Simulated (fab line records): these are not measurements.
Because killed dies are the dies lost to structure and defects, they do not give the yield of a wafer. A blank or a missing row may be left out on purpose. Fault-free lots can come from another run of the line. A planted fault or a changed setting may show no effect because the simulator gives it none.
fab line records :: flow n5Finfet
record
  lots=11
  wafers=32
  lastDay=18
route steps=1938 shown BEOL_M8@1334
lots that met no fault: taken from a fault-free run of the same line
startH: hours from the record's first day to the start of the lot's first wafer shown :: waitH: hours from the lot's prior step to this one :: " the same as in the row above :: L1.1+2: a single row standing in for several wafers :: - either no value or no given start :: * or withheld: withheld :: < > ~ a bound
route shown NAME@n: NAME is a module with steps in the file, n the number in the route of the first one :: usual: mean/standard deviation taken from wafers without a fault :: same: alike in all rows :: chamber/n: place in a boat :: sites: per-site readings :: _std_site: standard deviation of those values :: _edge_site: inner sites' mean taken away from outer sites' mean :: radiusMm: how far each site lies from the wafer's centre :: mask NAME#n: copy n :: behind: the most recent tool/chamber to have shaped the wafer :: hold: cause of the lot's hold/its duration in hours/its outcome :: device: which transistor (n, p or np) failed to switch :: end of line: at the end of the route, the tests of the same wafers :: a step given without rows: its recipe and nothing more :: killed: at the first sort, the dies lost to defects and structure; wafer yield is something else :: map: the dies of a wafer, with x for killed, . for not killed, _ for no die there
set.NAME: the setting as run; set.NAME@STEP: as run at that earlier step :: model.NAME: the simulator's own value behind a step, which no gauge read
steps of the route over a sample of lots; a table a step, a row a wafer
services: a tool's chamber out of use, with start hour (startH, from the record's first day; less than 0 if before it), hours out, and reason
## steps
# step N5_BEOL_M8_THK_MEAS_01
# recipe
  reads=SiCOH_lowk_of_BEOL_M8_ILD_DEP_00
# usual
  M8_ILD_THK=154.6/1.9
lot.wafer: L586.3
tool: filmMetro-01
chamber: -
startH: 213.74
waitH: 0.3
M8_ILD_THK[nm]: 154.6

lot.wafer: L586.4
tool: filmMetro-01
chamber: -
startH: 213.74
waitH: 0.3
M8_ILD_THK[nm]: 156.8

lot.wafer: L586.6
tool: filmMetro-01
chamber: -
startH: 213.74
waitH: 0.3
M8_ILD_THK[nm]: 156.1

lot.wafer: L587.4
tool: filmMetro-02
chamber: -
startH: 224.22
waitH: 0.4
M8_ILD_THK[nm]: 156.6

lot.wafer: L587.5
tool: filmMetro-02
chamber: -
startH: 224.22
waitH: 0.4
M8_ILD_THK[nm]: 158.0

lot.wafer: L587.6
tool: filmMetro-02
chamber: -
startH: 224.22
waitH: 0.4
M8_ILD_THK[nm]: 154.5

lot.wafer: L589.2
tool: filmMetro-01
chamber: -
startH: 236.12
waitH: 0.4
M8_ILD_THK[nm]: 151.7

lot.wafer: L589.4
tool: filmMetro-01
chamber: -
startH: 236.12
waitH: 0.4
M8_ILD_THK[nm]: 155.9

lot.wafer: L589.6
tool: filmMetro-01
chamber: -
startH: 236.12
waitH: 0.4
M8_ILD_THK[nm]: 155.5

lot.wafer: L590.1
tool: filmMetro-02
chamber: -
startH: 239.39
waitH: 0.4
M8_ILD_THK[nm]: 155.3

lot.wafer: L590.4
tool: filmMetro-02
chamber: -
startH: 239.39
waitH: 0.4
M8_ILD_THK[nm]: 155.7

lot.wafer: L590.5
tool: filmMetro-02
chamber: -
startH: 239.39
waitH: 0.4
M8_ILD_THK[nm]: 156.7

lot.wafer: L592.1
tool: filmMetro-01
chamber: -
startH: 249.11
waitH: 0.4
M8_ILD_THK[nm]: 153.3

lot.wafer: L592.3
tool: filmMetro-01
chamber: -
startH: 249.11
waitH: 0.4
M8_ILD_THK[nm]: 151.7

lot.wafer: L592.5
tool: filmMetro-01
chamber: -
startH: 249.11
waitH: 0.4
M8_ILD_THK[nm]: 156.3

lot.wafer: L595.1
tool: filmMetro-02
chamber: -
startH: 263.39
waitH: 0.8
M8_ILD_THK[nm]: 154.7

lot.wafer: L595.2
tool: filmMetro-02
chamber: -
startH: 263.39
waitH: 0.8
M8_ILD_THK[nm]: 155.2

lot.wafer: L595.3
tool: filmMetro-02
chamber: -
startH: 263.39
waitH: 0.8
M8_ILD_THK[nm]: 154.9

lot.wafer: L594.1
tool: filmMetro-02
chamber: -
startH: 269.91
waitH: 0.4
M8_ILD_THK[nm]: 152.7

lot.wafer: L594.3
tool: filmMetro-02
chamber: -
startH: 269.91
waitH: 0.4
M8_ILD_THK[nm]: 151.1

lot.wafer: L594.6
tool: filmMetro-02
chamber: -
startH: 269.91
waitH: 0.4
M8_ILD_THK[nm]: 153.7

lot.wafer: L597.2
tool: filmMetro-01
chamber: -
startH: 275.15
waitH: 0.4
M8_ILD_THK[nm]: 153.3

lot.wafer: L597.3
tool: filmMetro-01
chamber: -
startH: 275.15
waitH: 0.4
M8_ILD_THK[nm]: 154.8

lot.wafer: L597.6
tool: filmMetro-01
chamber: -
startH: 275.15
waitH: 0.4
M8_ILD_THK[nm]: 155.9

lot.wafer: L601.1
tool: filmMetro-01
chamber: -
startH: 300.60
waitH: 0.4
M8_ILD_THK[nm]: 154.3

lot.wafer: L601.4
tool: filmMetro-01
chamber: -
startH: 300.60
waitH: 0.4
M8_ILD_THK[nm]: 155.7

lot.wafer: L601.6
tool: filmMetro-01
chamber: -
startH: 300.60
waitH: 0.4
M8_ILD_THK[nm]: 155.3

lot.wafer: L606.2
tool: filmMetro-02
chamber: -
startH: 339.32
waitH: 0.4
M8_ILD_THK[nm]: 149.5

lot.wafer: L606.3
tool: filmMetro-02
chamber: -
startH: 339.32
waitH: 0.4
M8_ILD_THK[nm]: 152.2

lot.wafer: L607.1
tool: filmMetro-02
chamber: -
startH: 346.87
waitH: 0.4
M8_ILD_THK[nm]: 152.9

lot.wafer: L607.2
tool: filmMetro-02
chamber: -
startH: 346.87
waitH: 0.4
M8_ILD_THK[nm]: 151.4

lot.wafer: L607.4
tool: filmMetro-02
chamber: -
startH: 346.87
waitH: 0.4
M8_ILD_THK[nm]: 153.4
# step N5_BEOL_M8_ETCH_62
# recipe
  chemistry=N2/H2
  target=SOC
  targetDepthA=1100
  overetchA=220
  maskMaterial=SiARC
  tempC=40
  timeS=165
  ionEnergyEv=200
  pressureMtorr=30
  sourceW=840
  biasW=150
  n2FlowSccm=200
  h2FlowSccm=200
# usual
  drypumpMotorCurrentA=5.8/0.44
  oesProductAu=0.64/0.066
  rfVppV=522.4/1.3
  showerheadPlenumPTorr=2.49/0.039
  tempC=40.00/0.1
  throttleValvePct=17.86/0.28
lot.wafer: L586.3
tool: rieDiel-02
chamber: 0
startH: 216.21
waitH: 0.0
drypumpMotorCurrentA: 5.6
oesProductAu: 0.65
rfHoursCounterH: 126
rfVppV: 521.0
showerheadPlenumPTorr: 2.45
tempC: 40.22
throttleValvePct: 17.78

lot.wafer: L586.4
tool: rieDiel-02
chamber: 2
startH: 216.21
waitH: 0.0
drypumpMotorCurrentA: 6.0
oesProductAu: 0.62
rfHoursCounterH: 185
rfVppV: 522.9
showerheadPlenumPTorr: 2.53
tempC: 39.81
throttleValvePct: 18.27

lot.wafer: L586.6
tool: rieDiel-02
chamber: 2
startH: 216.21
waitH: 0.0
drypumpMotorCurrentA: 5.9
oesProductAu: 0.62
rfHoursCounterH: -
rfVppV: 523.5
showerheadPlenumPTorr: 2.53
tempC: 39.79
throttleValvePct: 18.27

lot.wafer: L587.4
tool: rieDiel-05
chamber: 3
startH: 227.62
waitH: 0.1
drypumpMotorCurrentA: 5.8
oesProductAu: 0.59
rfHoursCounterH: -
rfVppV: 523.8
showerheadPlenumPTorr: 2.50
tempC: 40.08
throttleValvePct: 18.23

lot.wafer: L587.5
tool: rieDiel-05
chamber: 1
startH: 227.62
waitH: 0.1
drypumpMotorCurrentA: 6.0
oesProductAu: 0.78
rfHoursCounterH: -
rfVppV: 521.6
showerheadPlenumPTorr: 2.48
tempC: 39.89
throttleValvePct: 17.38

lot.wafer: L587.6
tool: rieDiel-05
chamber: 2
startH: 227.62
waitH: 0.1
drypumpMotorCurrentA: 5.2
oesProductAu: 0.59
rfHoursCounterH: -
rfVppV: 521.0
showerheadPlenumPTorr: 2.43
tempC: 40.12
throttleValvePct: 17.99

lot.wafer: L589.2
tool: rieDiel-05
chamber: 3
startH: 238.47
waitH: 0.0
drypumpMotorCurrentA: 5.8
oesProductAu: 0.59
rfHoursCounterH: 240
rfVppV: 523.4
showerheadPlenumPTorr: 2.50
tempC: 40.06
throttleValvePct: 18.22

lot.wafer: L589.4
tool: rieDiel-05
chamber: 2
startH: 238.47
waitH: 0.0
drypumpMotorCurrentA: 5.2
oesProductAu: 0.60
rfHoursCounterH: -
rfVppV: 520.5
showerheadPlenumPTorr: 2.42
tempC: 39.95
throttleValvePct: 18.01

lot.wafer: L589.6
tool: rieDiel-05
chamber: 1
startH: 238.47
waitH: 0.0
drypumpMotorCurrentA: 6.0
oesProductAu: 0.77
rfHoursCounterH: -
rfVppV: 522.0
showerheadPlenumPTorr: 2.48
tempC: 40.10
throttleValvePct: 17.38

lot.wafer: L590.1
tool: rieDiel-01
chamber: 0
startH: 241.57
waitH: 0.0
drypumpMotorCurrentA: 6.5
oesProductAu: 0.72
rfHoursCounterH: 68
rfVppV: 521.5
showerheadPlenumPTorr: 2.48
tempC: 39.90
throttleValvePct: 17.42

lot.wafer: L590.4
tool: rieDiel-01
chamber: 0
startH: 241.57
waitH: 0.0
drypumpMotorCurrentA: 6.5
oesProductAu: 0.71
rfHoursCounterH: -
rfVppV: 521.0
showerheadPlenumPTorr: 2.48
tempC: 39.95
throttleValvePct: 17.41

lot.wafer: L590.5
tool: rieDiel-01
chamber: 3
startH: 241.57
waitH: 0.0
drypumpMotorCurrentA: 4.8
oesProductAu: 0.61
rfHoursCounterH: -
rfVppV: 523.1
showerheadPlenumPTorr: 2.51
tempC: 39.98
throttleValvePct: 18.13

lot.wafer: L592.1
tool: rieDiel-01
chamber: 2
startH: 252.97
waitH: 0.0
drypumpMotorCurrentA: 5.7
oesProductAu: 0.74
rfHoursCounterH: 38
rfVppV: 521.6
showerheadPlenumPTorr: 2.49
tempC: 40.00
throttleValvePct: 17.77

lot.wafer: L592.3
tool: rieDiel-01
chamber: 0
startH: 252.97
waitH: 0.0
drypumpMotorCurrentA: 6.5
oesProductAu: 0.71
rfHoursCounterH: 73
rfVppV: 521.3
showerheadPlenumPTorr: 2.48
tempC: 39.96
throttleValvePct: 17.44

lot.wafer: L592.5
tool: rieDiel-01
chamber: 0
startH: 252.97
waitH: 0.0
drypumpMotorCurrentA: 6.5
oesProductAu: 0.70
rfHoursCounterH: -
rfVppV: 522.1
showerheadPlenumPTorr: 2.48
tempC: 40.10
throttleValvePct: 17.42

lot.wafer: L595.1
tool: rieDiel-02
chamber: 2
startH: 265.79
waitH: 0.0
drypumpMotorCurrentA: 6.0
oesProductAu: 0.61
rfHoursCounterH: 201
rfVppV: 523.0
showerheadPlenumPTorr: 2.52
tempC: 39.89
throttleValvePct: 18.30

lot.wafer: L595.2
tool: rieDiel-02
chamber: 0
startH: 265.79
waitH: 0.0
drypumpMotorCurrentA: 5.7
oesProductAu: 0.64
rfHoursCounterH: 140
rfVppV: 521.3
showerheadPlenumPTorr: 2.44
tempC: 39.97
throttleValvePct: 17.80

lot.wafer: L595.3
tool: rieDiel-02
chamber: 1
startH: 265.79
waitH: 0.0
drypumpMotorCurrentA: 6.1
oesProductAu: 0.60
rfHoursCounterH: 191
rfVppV: 524.4
showerheadPlenumPTorr: 2.54
tempC: 40.02
throttleValvePct: 17.75

lot.wafer: L594.1
tool: rieDiel-02
chamber: 2
startH: 272.95
waitH: 0.0
drypumpMotorCurrentA: 5.9
oesProductAu: 0.62
rfHoursCounterH: 203
rfVppV: 524.2
showerheadPlenumPTorr: 2.52
tempC: 39.90
throttleValvePct: 18.30

lot.wafer: L594.3
tool: rieDiel-02
chamber: 1
startH: 272.95
waitH: 0.0
drypumpMotorCurrentA: 6.1
oesProductAu: 0.59
rfHoursCounterH: 194
rfVppV: 524.0
showerheadPlenumPTorr: 2.54
tempC: 39.99
throttleValvePct: 17.74

lot.wafer: L594.6
tool: rieDiel-02
chamber: 2
startH: 272.95
waitH: 0.0
drypumpMotorCurrentA: 5.9
oesProductAu: 0.61
rfHoursCounterH: -
rfVppV: 523.5
showerheadPlenumPTorr: 2.52
tempC: 39.99
throttleValvePct: 18.31

lot.wafer: L597.2
tool: rieDiel-02
chamber: 1
startH: 277.47
waitH: 0.0
drypumpMotorCurrentA: 6.1
oesProductAu: 0.60
rfHoursCounterH: 196
rfVppV: 521.7
showerheadPlenumPTorr: 2.54
tempC: 39.97
throttleValvePct: 17.74

lot.wafer: L597.3
tool: rieDiel-02
chamber: 0
startH: 277.47
waitH: 0.0
drypumpMotorCurrentA: 5.6
oesProductAu: 0.63
rfHoursCounterH: 146
rfVppV: 521.9
showerheadPlenumPTorr: 2.44
tempC: 39.87
throttleValvePct: 17.82

lot.wafer: L597.6
tool: rieDiel-02
chamber: 1
startH: 277.47
waitH: 0.0
drypumpMotorCurrentA: 6.1
oesProductAu: 0.60
rfHoursCounterH: -
rfVppV: 522.9
showerheadPlenumPTorr: 2.54
tempC: 39.95
throttleValvePct: 17.76

lot.wafer: L601.1
tool: rieDiel-05
chamber: 1
startH: 303.57
waitH: 0.0
drypumpMotorCurrentA: 6.0
oesProductAu: 0.74
rfHoursCounterH: 35
rfVppV: 522.2
showerheadPlenumPTorr: 2.47
tempC: 40.06
throttleValvePct: 17.44

lot.wafer: L601.4
tool: rieDiel-05
chamber: 2
startH: 303.57
waitH: 0.0
drypumpMotorCurrentA: 5.1
oesProductAu: 0.58
rfHoursCounterH: -
rfVppV: 520.2
showerheadPlenumPTorr: 2.41
tempC: 40.16
throttleValvePct: 18.05

lot.wafer: L601.6
tool: rieDiel-05
chamber: 1
startH: 303.57
waitH: 0.0
drypumpMotorCurrentA: 6.0
oesProductAu: 0.74
rfHoursCounterH: -
rfVppV: 522.0
showerheadPlenumPTorr: 2.47
tempC: 40.10
throttleValvePct: 17.42

lot.wafer: L606.2
tool: rieDiel-02
chamber: 0
startH: 341.53
waitH: 0.0
drypumpMotorCurrentA: 5.7
oesProductAu: 0.62
rfHoursCounterH: 167
rfVppV: 520.5
showerheadPlenumPTorr: 2.43
tempC: 40.04
throttleValvePct: 17.86

lot.wafer: L606.3
tool: rieDiel-02
chamber: 3
startH: 341.53
waitH: 0.0
drypumpMotorCurrentA: 6.1
oesProductAu: 0.61
rfHoursCounterH: 173
rfVppV: 523.3
showerheadPlenumPTorr: 2.54
tempC: 39.89
throttleValvePct: 17.81

lot.wafer: L607.1
tool: rieDiel-02
chamber: 1
startH: 348.87
waitH: 0.0
drypumpMotorCurrentA: 6.1
oesProductAu: 0.58
rfHoursCounterH: 221
rfVppV: 523.0
showerheadPlenumPTorr: 2.52
tempC: 39.88
throttleValvePct: 17.78

lot.wafer: L607.2
tool: rieDiel-02
chamber: 0
startH: 348.87
waitH: 0.0
drypumpMotorCurrentA: 5.6
oesProductAu: 0.63
rfHoursCounterH: 170
rfVppV: 519.0
showerheadPlenumPTorr: 2.43
tempC: 40.00
throttleValvePct: 17.86

lot.wafer: L607.4
tool: rieDiel-02
chamber: 3
startH: 348.87
waitH: 0.0
drypumpMotorCurrentA: 6.1
oesProductAu: 0.62
rfHoursCounterH: 175
rfVppV: 521.9
showerheadPlenumPTorr: 2.53
tempC: 40.07
throttleValvePct: 17.81
# step N5_BEOL_M8_CD_MEAS_18
# recipe
  pitchNm=80
  targetCdNm=40
# usual
  cdNm=39.8/0.51
lot.wafer: L586.3
tool: cdSem-01
chamber: -
startH: 216.58
waitH: 0.1
cdNm: 40.5

lot.wafer: L586.4
tool: cdSem-01
chamber: -
startH: 216.58
waitH: 0.1
cdNm: 40.0

lot.wafer: L586.6
tool: cdSem-01
chamber: -
startH: 216.58
waitH: 0.1
cdNm: 39.9

lot.wafer: L587.4
tool: cdSem-03
chamber: -
startH: 227.95
waitH: 0.0
cdNm: 40.2

lot.wafer: L587.5
tool: cdSem-03
chamber: -
startH: 227.95
waitH: 0.0
cdNm: 40.0

lot.wafer: L587.6
tool: cdSem-03
chamber: -
startH: 227.95
waitH: 0.0
cdNm: 39.7

lot.wafer: L589.2
tool: cdSem-01
chamber: -
startH: 238.86
waitH: 0.1
cdNm: 40.0

lot.wafer: L589.4
tool: cdSem-01
chamber: -
startH: 238.86
waitH: 0.1
cdNm: 40.2

lot.wafer: L589.6
tool: cdSem-01
chamber: -
startH: 238.86
waitH: 0.1
cdNm: 39.4

lot.wafer: L590.1
tool: cdSem-01
chamber: -
startH: 242.04
waitH: 0.0
cdNm: 39.8

lot.wafer: L590.4
tool: cdSem-01
chamber: -
startH: 242.04
waitH: 0.0
cdNm: 40.2

lot.wafer: L590.5
tool: cdSem-01
chamber: -
startH: 242.04
waitH: 0.0
cdNm: 40.1

lot.wafer: L592.1
tool: cdSem-03
chamber: -
startH: 253.34
waitH: 0.0
cdNm: 39.6

lot.wafer: L592.3
tool: cdSem-03
chamber: -
startH: 253.34
waitH: 0.0
cdNm: 40.2

lot.wafer: L592.5
tool: cdSem-03
chamber: -
startH: 253.34
waitH: 0.0
cdNm: 39.5

lot.wafer: L595.1
tool: cdSem-02
chamber: -
startH: 266.17
waitH: 0.0
cdNm: 40.2

lot.wafer: L595.2
tool: cdSem-02
chamber: -
startH: 266.17
waitH: 0.0
cdNm: 40.1

lot.wafer: L595.3
tool: cdSem-02
chamber: -
startH: 266.17
waitH: 0.0
cdNm: 40.1

lot.wafer: L594.1
tool: cdSem-01
chamber: -
startH: 273.58
waitH: 0.0
cdNm: 39.3

lot.wafer: L594.3
tool: cdSem-01
chamber: -
startH: 273.58
waitH: 0.0
cdNm: 39.9

lot.wafer: L594.6
tool: cdSem-01
chamber: -
startH: 273.58
waitH: 0.0
cdNm: 39.4

lot.wafer: L597.2
tool: cdSem-03
chamber: -
startH: 278.01
waitH: 0.1
cdNm: 39.1

lot.wafer: L597.3
tool: cdSem-03
chamber: -
startH: 278.01
waitH: 0.1
cdNm: 38.8

lot.wafer: L597.6
tool: cdSem-03
chamber: -
startH: 278.01
waitH: 0.1
cdNm: 39.1

lot.wafer: L601.1
tool: cdSem-02
chamber: -
startH: 303.96
waitH: 0.0
cdNm: 39.3

lot.wafer: L601.4
tool: cdSem-02
chamber: -
startH: 303.96
waitH: 0.0
cdNm: 40.7

lot.wafer: L601.6
tool: cdSem-02
chamber: -
startH: 303.96
waitH: 0.0
cdNm: 39.7

lot.wafer: L606.2
tool: cdSem-01
chamber: -
startH: 341.95
waitH: 0.1
cdNm: 40.3

lot.wafer: L606.3
tool: cdSem-01
chamber: -
startH: 341.95
waitH: 0.1
cdNm: 40.2

lot.wafer: L607.1
tool: cdSem-02
chamber: -
startH: 349.25
waitH: 0.0
cdNm: 39.7

lot.wafer: L607.2
tool: cdSem-02
chamber: -
startH: 349.25
waitH: 0.0
cdNm: 39.0

lot.wafer: L607.4
tool: cdSem-02
chamber: -
startH: 349.25
waitH: 0.0
cdNm: 39.0
# step N5_BEOL_M8_COAT_71
# recipe
  resist=underlayer
  tempC=205
  timeS=60
  spinRpm=1500
  resistThkNm=5
# usual
  heaterPowerTotalW=391.7/1.2
  plateTempC=204.96/0.18
lot.wafer: L586.3
tool: lithoTrack-05
chamber: 0
startH: 219.95
waitH: -
heaterPowerTotalW: 393.7
plateTempC: 204.65

lot.wafer: L586.4
tool: lithoTrack-05
chamber: 0
startH: 219.95
waitH: -
heaterPowerTotalW: 392.8
plateTempC: 204.86

lot.wafer: L586.6
tool: lithoTrack-05
chamber: 0
startH: 219.95
waitH: -
heaterPowerTotalW: 390.8
plateTempC: 204.56

lot.wafer: L587.4
tool: lithoTrack-01
chamber: 0
startH: 230.63
waitH: -
heaterPowerTotalW: 391.5
plateTempC: 205.27

lot.wafer: L587.5
tool: lithoTrack-01
chamber: 0
startH: 230.63
waitH: -
heaterPowerTotalW: 392.2
plateTempC: 205.12

lot.wafer: L587.6
tool: lithoTrack-01
chamber: 0
startH: 230.63
waitH: -
heaterPowerTotalW: 390.8
plateTempC: 204.89

lot.wafer: L589.2
tool: lithoTrack-05
chamber: 0
startH: 239.20
waitH: -
heaterPowerTotalW: 393.1
plateTempC: 205.05

lot.wafer: L589.4
tool: lithoTrack-05
chamber: 0
startH: 239.20
waitH: -
heaterPowerTotalW: 391.9
plateTempC: 205.05

lot.wafer: L589.6
tool: lithoTrack-05
chamber: 0
startH: 239.20
waitH: -
heaterPowerTotalW: 393.5
plateTempC: 205.20

lot.wafer: L590.1
tool: lithoTrack-01
chamber: 0
startH: 242.90
waitH: -
heaterPowerTotalW: 393.2
plateTempC: 204.95

lot.wafer: L590.4
tool: lithoTrack-01
chamber: 0
startH: 242.90
waitH: -
heaterPowerTotalW: 392.2
plateTempC: 205.19

lot.wafer: L590.5
tool: lithoTrack-01
chamber: 0
startH: 242.90
waitH: -
heaterPowerTotalW: 393.2
plateTempC: 205.12

lot.wafer: L592.1
tool: lithoTrack-05
chamber: 0
startH: 255.17
waitH: -
heaterPowerTotalW: 391.2
plateTempC: 205.01

lot.wafer: L592.3
tool: lithoTrack-05
chamber: 0
startH: 255.17
waitH: -
heaterPowerTotalW: 390.2
plateTempC: 205.01

lot.wafer: L592.5
tool: lithoTrack-05
chamber: 0
startH: 255.17
waitH: -
heaterPowerTotalW: 390.0
plateTempC: 204.71

lot.wafer: L595.1
tool: lithoTrack-01
chamber: 0
startH: 266.73
waitH: -
heaterPowerTotalW: 390.8
plateTempC: 204.91

lot.wafer: L595.2
tool: lithoTrack-01
chamber: 0
startH: 266.73
waitH: -
heaterPowerTotalW: 393.2
plateTempC: 204.92

lot.wafer: L595.3
tool: lithoTrack-01
chamber: 0
startH: 266.73
waitH: -
heaterPowerTotalW: 393.8
plateTempC: 204.98

lot.wafer: L594.1
tool: lithoTrack-03
chamber: 0
startH: 274.17
waitH: -
heaterPowerTotalW: 392.5
plateTempC: 204.76

lot.wafer: L594.3
tool: lithoTrack-03
chamber: 0
startH: 274.17
waitH: -
heaterPowerTotalW: 392.4
plateTempC: 204.91

lot.wafer: L594.6
tool: lithoTrack-03
chamber: 0
startH: 274.17
waitH: -
heaterPowerTotalW: 393.5
plateTempC: 205.04

lot.wafer: L597.2
tool: lithoTrack-03
chamber: 0
startH: 278.05
waitH: -
heaterPowerTotalW: 390.9
plateTempC: 205.26

lot.wafer: L597.3
tool: lithoTrack-03
chamber: 0
startH: 278.05
waitH: -
heaterPowerTotalW: 391.9
plateTempC: 204.95

lot.wafer: L597.6
tool: lithoTrack-03
chamber: 0
startH: 278.05
waitH: -
heaterPowerTotalW: 393.7
plateTempC: 205.12

lot.wafer: L601.1
tool: lithoTrack-03
chamber: 0
startH: 304.09
waitH: -
heaterPowerTotalW: 391.5
plateTempC: 205.09

lot.wafer: L601.4
tool: lithoTrack-03
chamber: 0
startH: 304.09
waitH: -
heaterPowerTotalW: 393.9
plateTempC: 204.87

lot.wafer: L601.6
tool: lithoTrack-03
chamber: 0
startH: 304.09
waitH: -
heaterPowerTotalW: 390.6
plateTempC: 204.97

lot.wafer: L606.2
tool: lithoTrack-01
chamber: 0
startH: 341.99
waitH: -
heaterPowerTotalW: 403.9
plateTempC: 210.32

lot.wafer: L606.3
tool: lithoTrack-01
chamber: 0
startH: 341.99
waitH: -
heaterPowerTotalW: 404.8
plateTempC: 210.31

lot.wafer: L607.1
tool: lithoTrack-01
chamber: 0
startH: 351.62
waitH: -
heaterPowerTotalW: 407.2
plateTempC: 210.49

lot.wafer: L607.2
tool: lithoTrack-01
chamber: 0
startH: 351.62
waitH: -
heaterPowerTotalW: 402.8
plateTempC: 210.47

lot.wafer: L607.4
tool: lithoTrack-01
chamber: 0
startH: 351.62
waitH: -
heaterPowerTotalW: 402.2
plateTempC: 210.63
## services
tool: rieDiel-01
chamber: 0
startH: 205.00
hours: 10.7
kind: repair

tool: rieDiel-05
chamber: 3
startH: 217.36
hours: 2.8
kind: repair

tool: rieDiel-05
chamber: 0
startH: 221.67
hours: -
kind: clean

tool: rieDiel-05
chamber: 0
startH: 221.67
hours: -
kind: consumableReplace:focusRing

tool: rieDiel-05
chamber: 0
startH: 221.67
hours: 19.9
kind: scheduledDown

tool: rieDiel-05
chamber: 0
startH: 221.67
hours: 19.9
kind: ventCycle

tool: rieDiel-01
chamber: 1
startH: 226.12
hours: 7.0
kind: repair

tool: lithoTrack-03
chamber: -
startH: 230.39
hours: -
kind: consumableReplace:filter

tool: rieDiel-01
chamber: 1
startH: 233.20
hours: -
kind: clean

tool: rieDiel-01
chamber: 1
startH: 233.20
hours: -
kind: consumableReplace:focusRing

tool: rieDiel-01
chamber: 1
startH: 233.20
hours: 23.2
kind: scheduledDown

tool: rieDiel-01
chamber: 1
startH: 233.20
hours: 23.2
kind: ventCycle

tool: rieDiel-05
chamber: 3
startH: 265.74
hours: -
kind: clean

tool: rieDiel-05
chamber: 3
startH: 265.74
hours: -
kind: consumableReplace:focusRing

tool: rieDiel-05
chamber: 3
startH: 265.74
hours: 15.5
kind: scheduledDown

tool: rieDiel-05
chamber: 3
startH: 265.74
hours: 15.5
kind: ventCycle

tool: rieDiel-05
chamber: -
startH: 271.96
hours: 10.0
kind: pm

tool: rieDiel-05
chamber: 3
startH: 292.57
hours: 28.2
kind: repair

tool: rieDiel-01
chamber: 3
startH: 306.54
hours: -
kind: clean

tool: rieDiel-05
chamber: -
startH: 311.93
hours: 2.8
kind: pm

tool: lithoTrack-03
chamber: -
startH: 315.72
hours: -
kind: consumableReplace:filter

tool: rieDiel-05
chamber: 3
startH: 321.20
hours: 7.7
kind: repair

tool: lithoTrack-01
chamber: -
startH: 328.35
hours: -
kind: consumableReplace:filter

tool: rieDiel-01
chamber: 3
startH: 343.36
hours: 5.8
kind: repair
## key
firstSign
  step=N5_BEOL_M8_COAT_71
  reading=plateTempC
  direction=up
  sigmas=31
  usual=*
  struck=*
effect
  step=N5_BEOL_M8_COAT_71
  reading=heaterPowerTotalW
  direction=up
  sigmas=10
  usual=*
  struck=*
metAt N5_BEOL_M8_COAT_71
struckLots L606,L607
notActingAt N5_BEOL_M8_THK_MEAS_01,N5_BEOL_M8_ETCH_62,N5_BEOL_M8_CD_MEAS_18
onsetBetween 266.73 341.99
fault
  kind=processParameterDrift
  tool=lithoTrack-01
  chamber=-
  onsetH=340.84
  steps=N5_BEOL_M8_COAT_71
  channel=tempC
  offset=*
  shape=step
  endH=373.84
  actsIn=*
  stated=*
